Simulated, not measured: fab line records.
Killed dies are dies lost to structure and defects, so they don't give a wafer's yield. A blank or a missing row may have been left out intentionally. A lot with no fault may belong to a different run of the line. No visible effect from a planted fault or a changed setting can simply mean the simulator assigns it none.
Matching of chambers ; flow nand_harc ; NHARC_P_GATE_DESCUM_61 on rie_diel-12 has 4 sister chambers
The step chemistry O2, time 3 s. 30 wafers are shown with their chamber, then 12 later ones without.

WAFERS PAIRED WITH THEIR CHAMBERS
wafer;chamber;showerhead_plenum_p_Torr (Torr);drypump_motor_current_A (A);oes_product_au (a.u.)
L076.2;3;1.99;6.0;1.022
L076.5;2;2.06;6.0;0.993
L076.6;1;1.85;5.4;0.977
L075.1;2;2.06;5.9;0.993
L075.3;3;1.99;5.9;1.025
L075.6;2;2.06;6.0;1.003
L074.1;0;1.79;6.1;1.007
L074.3;2;2.06;6.0;1.000
L074.4;3;1.99;6.0;1.026
L077.1;3;1.99;5.9;1.011
L077.2;2;2.06;6.0;1.003
L077.3;1;1.85;5.4;0.999
L077.4;0;1.79;6.1;0.993
L077.5;3;1.99;5.9;1.027
L077.6;2;2.06;6.0;0.991
L078.3;1;1.85;5.4;1.010
L078.4;2;2.06;6.0;1.007
L078.6;0;1.79;6.1;1.001
L079.3;2;2.06;6.0;0.993
L079.4;3;1.99;5.9;1.030
L079.5;1;1.85;5.4;1.000
L080.2;0;1.79;6.1;0.990
L080.5;2;2.06;6.0;0.985
L080.6;1;1.85;5.4;0.997
L083.2;3;1.99;5.9;1.026
L083.4;1;1.84;5.4;1.012
L083.6;2;2.06;6.0;0.998
L084.1;1;1.84;5.4;1.002
L084.2;2;2.05;6.0;0.984
L084.3;0;1.78;6.1;1.000

SIGNATURES (averages over the wafers above)
reading;chamber 0;chamber 1;chamber 2;chamber 3;scatter within a chamber
showerhead_plenum_p_Torr;1.7880;1.8471;2.0591;1.9900;0.00347
drypump_motor_current_A;6.100;5.400;5.991;5.929;0.03
oes_product_au;0.99820;0.99957;0.99545;1.02386;0.0082
Rule: a wafer lies at a distance from a chamber equal to the root of the sum of squares, over the readings, of (its reading less the chamber's mean, divided by the reading's scatter). If the next closest chamber is less than 2 further off than the closest, the wafer can't be placed; otherwise it belongs to the closest. How the scatter is found: for the shown wafers, subtract from each reading the mean of its chamber, square and add these, divide the total by (wafers less chambers), then take the root.

WAFERS WITH NO CHAMBER GIVEN
wafer;showerhead_plenum_p_Torr (Torr);drypump_motor_current_A (A);oes_product_au (a.u.)
L093.1;1.78;6.1;0.991
L093.3;2.05;6.0;1.010
L093.6;1.99;5.9;1.017
L094.1;2.05;6.0;1.010
L094.2;1.78;6.1;1.004
L094.4;1.99;6.0;1.027
L095.1;1.78;6.1;0.999
L095.4;1.84;5.4;1.017
L095.5;1.78;6.1;1.007
L097.2;1.78;6.1;1.007
L097.3;2.05;6.0;1.018
L097.6;2.05;6.0;1.013

WHICH CHAMBER EACH WENT THROUGH
wafer;from the rows above;in truth
L093.1;0;0
L093.3;2;2
L093.6;3;3
L094.1;2;2
L094.2;0;0
L094.4;3;3
L095.1;0;0
L095.4;1;1
L095.5;0;0
L097.2;0;0
L097.3;2;2
L097.6;2;2
Correctly placed: 12 of 12. Left unplaced by these rows: 0. 0 placed wrongly.
